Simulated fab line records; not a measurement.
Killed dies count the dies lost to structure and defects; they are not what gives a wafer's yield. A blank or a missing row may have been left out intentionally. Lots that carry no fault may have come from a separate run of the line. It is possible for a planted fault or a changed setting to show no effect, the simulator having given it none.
Matching of chambers -- flow nand_harc -- rie_diel-04 running NHARC_A_STAIRCASE_DESCUM_186: 4 sister chambers
The step chemistry O2, time 3 s. 4 wafers are shown with their chamber, then 11 later ones without.

== WAFERS PAIRED WITH THEIR CHAMBERS ==
wafer,chamber,drypump_motor_current_A (A)
L080.5,1,5.8
L081.2,2,5.4
L082.4,3,6.2
L086.2,0,5.4

== WAFERS WHOSE CHAMBER IS MISSING ==
wafer,drypump_motor_current_A (A)
L086.5,5.4
L086.6,5.8
L087.1,5.8
L087.2,5.4
L087.6,5.4
L089.1,5.4
L089.2,5.8
L089.6,5.4
L095.2,6.3
L095.4,5.8
L095.5,5.4

== CHAMBER TAKEN BY EACH ==
wafer,from the rows above,in truth
L086.5,can't be placed: 0 or 2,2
L086.6,1,1
L087.1,1,1
L087.2,can't be placed: 0 or 2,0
L087.6,can't be placed: 0 or 2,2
L089.1,can't be placed: 0 or 2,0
L089.2,1,1
L089.6,can't be placed: 0 or 2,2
L095.2,3,3
L095.4,1,1
L095.5,can't be placed: 0 or 2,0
Correct placement for 5 of the 11. Cannot be placed on the basis of these rows: 6; the candidates contain the true chamber in 6. 0 placed wrongly.
How it was worked out, from the rows above alone: a wafer's distance from a chamber is the root of the sum, over the readings, of the square of ((its reading less the chamber's mean) divided by the reading's scatter). The wafer belongs to the nearest chamber; if the next one is less than 2 further off, it can't be placed. Each chamber's mean is taken over the wafers shown for it. The scatter: with one shown wafer a chamber, the root of the mean of the squares of how far each hidden wafer lies from its nearest shown one.
